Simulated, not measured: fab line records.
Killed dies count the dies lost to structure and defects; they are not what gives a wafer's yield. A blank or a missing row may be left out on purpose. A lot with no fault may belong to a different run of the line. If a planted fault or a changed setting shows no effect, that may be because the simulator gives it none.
What tool caused it?	flow nand-harc	Sampling: 22 lots, 66 wafers, 6 of 1302 route steps

== WHAT THE GAUGES SHOWED, per wafer ==
The record lacks any reading of a measuring or inspecting step that a usual standard deviation could be used to judge.

== TOOL THAT RAN EACH LOT (tool first, then ch and the chambers of the sampled wafers, then the start) ==
lot	NHARC_A_STAIRCASE_TRIM_198	NHARC_A_STAIRCASE_ETCH_223	NHARC_A_STAIRCASE_ETCH_227	NHARC_A_STAIRCASE_ETCH_230	NHARC_A_STAIRCASE_TRIM_233	NHARC_A_STAIRCASE_ETCH_234
L074	rie-diel-07 ch 2,3, no start	rie-diel-02 ch 0,2,3, no start	rie-diel-02 ch 0,1,2, no start	rie-diel-02 ch 1,3, no start	rie-diel-02 ch 0,1,2, no start	rie-diel-02 ch 2,3, no start
L075	rie-diel-02 ch 0,1,2, no start	rie-diel-04 ch 0,1,3, no start	rie-diel-04 ch 1,2,3, no start	rie-diel-04 ch 1,2,3, no start	rie-diel-04 ch 1,2,3, no start	rie-diel-04 ch 1,2,3, no start
L076	rie-diel-04 ch 1,2, no start	rie-diel-07 ch 2,3, no start	rie-diel-07 ch 0,3, no start	rie-diel-07 ch 0,3, no start	rie-diel-07 ch 2,3, no start	rie-diel-07 ch 1,3, no start
L077	rie-diel-02 ch 2,3, no start	rie-diel-04 ch 0,1,3, no start	rie-diel-04 ch 1,2, no start	rie-diel-04 ch 0,2, no start	rie-diel-04 ch 2,3, no start	rie-diel-04 ch 0,3, no start
L078	rie-diel-07 ch 1,3, no start	rie-diel-07 ch 0,1,3, no start	rie-diel-07 ch 0,2,3, no start	rie-diel-07 ch 1,2,3, no start	rie-diel-07 ch 0,1,3, no start	rie-diel-07 ch 0,1,2, no start
L079	rie-diel-02 ch 1,2, no start	rie-diel-02 ch 0,1,3, no start	rie-diel-02 ch 1,2, no start	rie-diel-02 ch 0,3, no start	rie-diel-02 ch 0,1, no start	rie-diel-02 ch 0,2, no start
L080	rie-diel-07 ch 0,1,3, no start	rie-diel-04 ch 0,2,3, no start	rie-diel-04 ch 2,3, no start	rie-diel-02 ch 0,2,3, no start	rie-diel-02 ch 0,3, no start	rie-diel-02 ch 0,1,3, no start
L081	rie-diel-04 ch 0,1,2, no start	rie-diel-07 ch 2,3, no start	rie-diel-07 ch 0,2, no start	rie-diel-04 ch 1,2, no start	rie-diel-04 ch 0,1,2, no start	rie-diel-04 ch 0,1,2, no start
L083	rie-diel-07 ch 0,2,3, no start	rie-diel-04 ch 1,2, no start	rie-diel-04 ch 1,2,3, no start	rie-diel-04 ch 0,1, no start	rie-diel-04 ch 1,2, no start	rie-diel-04 ch 0,1, no start
L084	rie-diel-04 ch 1,2, no start	rie-diel-02 ch 1,3, no start	rie-diel-02 ch 0,1,2, no start	rie-diel-02 ch 0,2,3, no start	rie-diel-02 ch 1,3, no start	rie-diel-02 ch 1,2, no start
L086	rie-diel-02 ch 0,2,3, no start	rie-diel-02 ch 0,3, no start	rie-diel-02 ch 1,2,3, no start	rie-diel-02 ch 1,2,3, no start	rie-diel-02 ch 0,1, no start	rie-diel-02 ch 0,1,2, no start
L085	rie-diel-07 ch 0,1,2, no start	rie-diel-02 ch 1,2, no start	rie-diel-02 ch 0,1, no start	rie-diel-07 ch 0,3, no start	rie-diel-07 ch 0,2, no start	rie-diel-07 ch 1,2, no start
L087	rie-diel-02 ch 0,1,2, no start	rie-diel-07 ch 1,3, no start	rie-diel-07 ch 0,1,3, no start	rie-diel-07 ch 1,2, no start	rie-diel-07 ch 0,1,3, no start	rie-diel-07 ch 0,2, no start
L089	rie-diel-07 ch 0,1,2, no start	rie-diel-02 ch 0,1,2, no start	rie-diel-02 ch 0,1,3, no start	rie-diel-02 ch 0,1,3, no start	rie-diel-02 ch 0,2,3, no start	rie-diel-02 ch 0,2,3, no start
L090	rie-diel-07 ch 0,1,3, day 23 05:11 or earlier	rie-diel-07 ch 1,2,3, day 23 05:11 or earlier	rie-diel-07 ch 0,1,2, day 23 05:11 or earlier	rie-diel-02 ch 1,2,3, day 23 05:11	rie-diel-02 ch 0,1,2, no start	rie-diel-02 ch 0,1,3, no start
L091	rie-diel-02 ch 0,1, no start	rie-diel-07 ch 0,2,3, no start	rie-diel-07 ch 1,2,3, no start	rie-diel-02 ch 0,1,2, no start	rie-diel-02 ch 0,2, no start	rie-diel-02 ch 0,1,2, no start
L092	rie-diel-02 ch 1,3, no start	rie-diel-07 ch 0,1,3, no start	rie-diel-07 ch 1,2,3, no start	rie-diel-04 ch 1,2, no start	rie-diel-04 ch 0,1,2, no start	rie-diel-04 ch 0,1,2, no start
L095	rie-diel-07 ch 0,2,3, no start	rie-diel-04 ch 1,3, no start	rie-diel-04 ch 0,3, no start	rie-diel-04 ch 1,3, no start	rie-diel-04 ch 0,3, no start	rie-diel-04 ch 0,3, no start
L094	rie-diel-04 ch 1,2,3, no start	rie-diel-07 ch 0,2,3, no start	rie-diel-07 ch 0,2,3, no start	rie-diel-02 ch 1,2,3, no start	rie-diel-02 ch 0,2,3, no start	rie-diel-02 ch 0,1,2, no start
L093	rie-diel-04 ch 0,1, no start	rie-diel-07 ch 2,3, no start	rie-diel-07 ch 0,2, no start	rie-diel-02 ch 0,3, no start	rie-diel-02 ch 0,2,3, no start	rie-diel-02 ch 0,1, no start
L097	rie-diel-07 ch 0,2, no start	rie-diel-02 ch 1,2, no start	rie-diel-02 ch 0,2,3, no start	rie-diel-07 ch 0,2, no start	rie-diel-07 ch 0,1,3, no start	rie-diel-07 ch 0,1,3, no start
L096	rie-diel-07 ch 0,1, no start	rie-diel-04 ch 0,1, no start	rie-diel-04 ch 0,1,2, no start	rie-diel-02 ch 0,2,3, no start	rie-diel-02 ch 0,1,2, no start	rie-diel-02 ch 0,1,3, no start
- NHARC_A_STAIRCASE_TRIM_198: chemistry O2, time 211.2 s.
- NHARC_A_STAIRCASE_ETCH_223: etches the open film in C4F8/O2, target depth 100 nm, time 40.5 s.
- NHARC_A_STAIRCASE_ETCH_227: etches the open film in C4F8/O2, target depth 100 nm, time 40.5 s.
- NHARC_A_STAIRCASE_ETCH_230: etches the open film in C4F8/O2, target depth 100 nm, time 40.5 s.
- NHARC_A_STAIRCASE_TRIM_233: chemistry O2, time 211.2 s.
- NHARC_A_STAIRCASE_ETCH_234: etches the open film in C4F8/O2, target depth 100 nm, time 40.5 s.

== AS READ BY THE TOOLS THEMSELVES (means over the sampled wafers that have a number; for cases with no such wafer, the mark the record gives instead) ==
NHARC_A_STAIRCASE_TRIM_198. Usual: chamber-pressure-mTorr 59.99 mTorr, standard deviation 0.054; drypump-motor-current-A 5.8 A, standard deviation 0.56; oes-product-au 0.998 a.u., standard deviation 0.008; rf-vpp-V 57.7 V, standard deviation 0.83; showerhead-plenum-p-Torr 3.52 Torr, standard deviation 0.15; throttle-valve-pct 17.036 %, standard deviation 0.0099.
lot	tool	chamber-pressure-mTorr (mTorr)	drypump-motor-current-A (A)	oes-product-au (a.u.)	rf-vpp-V (V)	showerhead-plenum-p-Torr (Torr)	throttle-valve-pct (%)	flag
L074	rie-diel-07	60.00	5.6	0.998	58.0	3.47	17.035	
L075	rie-diel-02	59.93	5.3	0.995	58.2	3.34	17.038	
L076	rie-diel-04	60.04	6.4	1.003	58.1	3.49	17.040	
L077	rie-diel-02	59.95	5.4	1.003	57.7	3.44	17.034	
L078	rie-diel-07	60.00	5.4	0.994	58.5	3.53	17.037	
L079	rie-diel-02	59.97	5.5	0.996	57.3	3.36	17.032	
L080	rie-diel-07	59.97	5.7	0.991	57.8	3.58	17.038	
L081	rie-diel-04	60.00	6.4	1.004	58.0	3.44	17.024	
L083	rie-diel-07	59.99	5.9	0.996	57.5	3.51	17.028	
L084	rie-diel-04	59.94	6.6	1.007	57.8	3.55	17.031	
L086	rie-diel-02	60.05	5.2	0.999	58.1	3.53	17.036	
L085	rie-diel-07	59.98	6.2	1.005	58.3	3.62	17.050	
L087	rie-diel-02	59.99	5.3	0.990	58.1	3.50	17.036	
L089	rie-diel-07	60.00	6.2	1.001	57.7	3.61	17.033	
L090	rie-diel-07	59.95	5.7	0.994	57.6	3.57	17.038	
L091	rie-diel-02	60.03	5.4	0.988	57.3	3.52	17.030	
L092	rie-diel-02	60.04	5.5	0.983	57.7	3.44	17.036	
L095	rie-diel-07	59.98	5.9	0.993	57.3	3.49	17.038	
L094	rie-diel-04	60.05	6.4	1.002	57.1	3.47	17.032	
L093	rie-diel-04	59.97	6.3	0.998	58.4	3.73	17.037	
L097	rie-diel-07	60.01	6.2	1.001	57.7	3.54	17.038	
L096	rie-diel-07	59.95	6.1	1.005	57.9	3.66	17.036	

NHARC_A_STAIRCASE_ETCH_223. Usual: chamber-pressure-mTorr 25.003 mTorr, standard deviation 0.023; oes-product-au 0.942 a.u., standard deviation 0.011; rf-vpp-V 895 V, standard deviation 5.6.
lot	tool	chamber-pressure-mTorr (mTorr)	oes-product-au (a.u.)	rf-vpp-V (V)	flag
L074	rie-diel-02	25.021	0.961	890	
L075	rie-diel-04	24.992	0.945	894	
L076	rie-diel-07	24.994	0.935	895	
L077	rie-diel-04	25.004	0.930	894	
L078	rie-diel-07	25.000	0.934	898	
L079	rie-diel-02	24.984	0.956	898	
L080	rie-diel-04	25.008	0.950	891	
L081	rie-diel-07	25.015	0.939	893	
L083	rie-diel-04	25.011	0.949	896	
L084	rie-diel-02	25.001	0.943	893	
L086	rie-diel-02	24.998	0.945	898	
L085	rie-diel-02	25.008	0.938	890	
L087	rie-diel-07	25.005	0.946	900	
L089	rie-diel-02	25.009	0.938	895	
L090	rie-diel-07	24.988	0.935	897	
L091	rie-diel-07	25.004	0.944	894	
L092	rie-diel-07	25.019	0.953	897	
L095	rie-diel-04	25.000	0.954	897	
L094	rie-diel-07	25.022	0.940	895	
L093	rie-diel-07	25.027	0.930	893	
L097	rie-diel-02	25.003	0.934	888	
L096	rie-diel-04	24.994	0.953	901	

NHARC_A_STAIRCASE_ETCH_227. Usual: chamber-pressure-mTorr 25.001 mTorr, standard deviation 0.022; oes-product-au 0.943 a.u., standard deviation 0.0095; rf-vpp-V 896 V, standard deviation 5.6.
lot	tool	chamber-pressure-mTorr (mTorr)	oes-product-au (a.u.)	rf-vpp-V (V)	flag
L074	rie-diel-02	25.022	0.950	889	
L075	rie-diel-04	24.999	0.946	896	
L076	rie-diel-07	24.994	0.936	894	
L077	rie-diel-04	24.988	0.947	897	
L078	rie-diel-07	24.981	0.949	895	
L079	rie-diel-02	25.015	0.939	891	
L080	rie-diel-04	25.005	0.946	893	
L081	rie-diel-07	25.010	0.939	898	
L083	rie-diel-04	25.011	0.956	894	
L084	rie-diel-02	24.996	0.946	895	
L086	rie-diel-02	25.003	0.939	891	
L085	rie-diel-02	25.000	0.943	901	
L087	rie-diel-07	25.014	0.950	897	
L089	rie-diel-02	25.010	0.936	897	
L090	rie-diel-07	24.994	0.944	900	
L091	rie-diel-07	25.011	0.938	897	
L092	rie-diel-07	25.017	0.945	896	
L095	rie-diel-04	24.989	0.944	896	
L094	rie-diel-07	25.012	0.941	896	
L093	rie-diel-07	25.003	0.953	896	
L097	rie-diel-02	25.008	0.949	895	
L096	rie-diel-04	24.989	0.949	898	

NHARC_A_STAIRCASE_ETCH_230. Usual: chamber-pressure-mTorr 24.999 mTorr, standard deviation 0.022; oes-product-au 0.949 a.u., standard deviation 0.019; rf-vpp-V 896 V, standard deviation 6.
lot	tool	chamber-pressure-mTorr (mTorr)	oes-product-au (a.u.)	rf-vpp-V (V)	flag
L074	rie-diel-02	25.006	0.950	892	
L075	rie-diel-04	24.978	0.948	896	
L076	rie-diel-07	24.979	0.943	896	
L077	rie-diel-04	25.010	0.939	890	
L078	rie-diel-07	24.994	0.935	898	
L079	rie-diel-02	25.007	0.941	902	
L080	rie-diel-02	25.007	0.920	896	
L081	rie-diel-04	24.998	0.975	893	
L083	rie-diel-04	24.984	0.943	895	
L084	rie-diel-02	24.984	0.936	895	
L086	rie-diel-02	25.014	0.939	891	
L085	rie-diel-07	24.989	0.968	895	
L087	rie-diel-07	24.995	0.940	902	
L089	rie-diel-02	24.995	0.934	897	
L090	rie-diel-02	24.989	0.916	891	
L091	rie-diel-02	24.994	0.963	895	
L092	rie-diel-04	25.001	0.966	894	
L095	rie-diel-04	25.005	0.944	894	
L094	rie-diel-02	24.997	0.973	890	
L093	rie-diel-02	24.979	0.981	897	
L097	rie-diel-07	25.000	0.978	896	
L096	rie-diel-02	25.020	0.968	895	

NHARC_A_STAIRCASE_TRIM_233. Usual: chamber-pressure-mTorr 60.00 mTorr, standard deviation 0.055; drypump-motor-current-A 5.7 A, standard deviation 0.56; oes-product-au 0.999 a.u., standard deviation 0.0092; rf-vpp-V 57.7 V, standard deviation 0.96; showerhead-plenum-p-Torr 3.50 Torr, standard deviation 0.16; throttle-valve-pct 17.037 %, standard deviation 0.0092.
lot	tool	chamber-pressure-mTorr (mTorr)	drypump-motor-current-A (A)	oes-product-au (a.u.)	rf-vpp-V (V)	showerhead-plenum-p-Torr (Torr)	throttle-valve-pct (%)	flag
L074	rie-diel-02	59.96	5.3	1.017	57.9	3.34	17.034	
L075	rie-diel-04	60.04	6.3	0.993	57.4	3.50	17.033	
L076	rie-diel-07	59.97	6.0	0.993	57.2	3.51	17.041	
L077	rie-diel-04	60.03	6.2	1.001	57.0	3.43	17.037	
L078	rie-diel-07	60.02	5.7	0.999	57.9	3.58	17.035	
L079	rie-diel-02	59.99	5.2	1.000	57.8	3.68	17.035	
L080	rie-diel-02	60.00	5.1	1.001	58.6	3.70	17.040	
L081	rie-diel-04	60.08	6.4	1.007	57.5	3.44	17.041	
L083	rie-diel-04	60.03	6.4	1.011	58.7	3.47	17.043	
L084	rie-diel-02	60.04	5.5	0.988	58.3	3.45	17.039	
L086	rie-diel-02	60.01	5.4	0.990	58.2	3.53	17.031	
L085	rie-diel-07	60.00	6.4	1.002	57.6	3.55	17.039	
L087	rie-diel-07	60.00	5.8	1.006	58.7	3.57	17.031	
L089	rie-diel-02	59.99	5.3	0.992	56.9	3.53	17.041	
L090	rie-diel-02	60.01	5.3	0.987	59.3	3.49	17.040	
L091	rie-diel-02	60.02	5.2	0.996	56.9	3.47	17.044	
L092	rie-diel-04	60.03	6.4	0.995	58.1	3.60	17.039	
L095	rie-diel-04	59.96	6.1	1.002	58.4	3.67	17.032	
L094	rie-diel-02	59.95	5.2	1.002	58.2	3.52	17.030	
L093	rie-diel-02	60.04	5.2	1.009	58.0	3.52	17.040	
L097	rie-diel-07	59.97	5.7	1.001	57.0	3.55	17.031	
L096	rie-diel-02	59.99	5.3	1.001	58.6	3.48	17.043	

NHARC_A_STAIRCASE_ETCH_234. Usual: chamber-pressure-mTorr 24.998 mTorr, standard deviation 0.021; oes-product-au 0.944 a.u., standard deviation 0.011; rf-vpp-V 895 V, standard deviation 5.9.
lot	tool	chamber-pressure-mTorr (mTorr)	oes-product-au (a.u.)	rf-vpp-V (V)	flag
L074	rie-diel-02	24.978	0.946	892	
L075	rie-diel-04	25.006	0.939	895	
L076	rie-diel-07	24.978	0.944	896	
L077	rie-diel-04	25.000	0.944	891	
L078	rie-diel-07	24.996	0.941	899	
L079	rie-diel-02	25.012	0.939	895	
L080	rie-diel-02	24.989	0.930	897	
L081	rie-diel-04	25.000	0.951	893	
L083	rie-diel-04	25.006	0.943	890	
L084	rie-diel-02	25.003	0.938	890	
L086	rie-diel-02	25.006	0.937	895	
L085	rie-diel-07	25.003	0.949	899	
L087	rie-diel-07	24.987	0.931	897	
L089	rie-diel-02	24.981	0.941	897	
L090	rie-diel-02	24.978	0.933	897	
L091	rie-diel-02	25.014	0.945	894	
L092	rie-diel-04	25.012	0.955	899	
L095	rie-diel-04	24.989	0.947	897	
L094	rie-diel-02	25.005	0.948	895	
L093	rie-diel-02	24.991	0.954	895	
L097	rie-diel-07	24.996	0.948	897	
L096	rie-diel-02	24.981	0.955	897	

== THE ANSWER, worked out from the rows above alone ==
Rule: a lot counts as off when the mean over its wafers that have a number is more than 3 standard deviations away from the usual mean. A lot without any number at a reading at which 4 lots or more have one is off too. All remaining lots with rows at the step are treated as sound. The gauges are gone through in route order, then the tools' own readings, and for those a lot's mean is taken as printed above. The first step at which some lot is off is used, and at that step the reading that is off furthest; a lot without a number counts as furthest.
No lot is off on any of the readings shown, so nothing can be concluded from this.

== WHAT THE SIMULATOR HAD PUT IN ==
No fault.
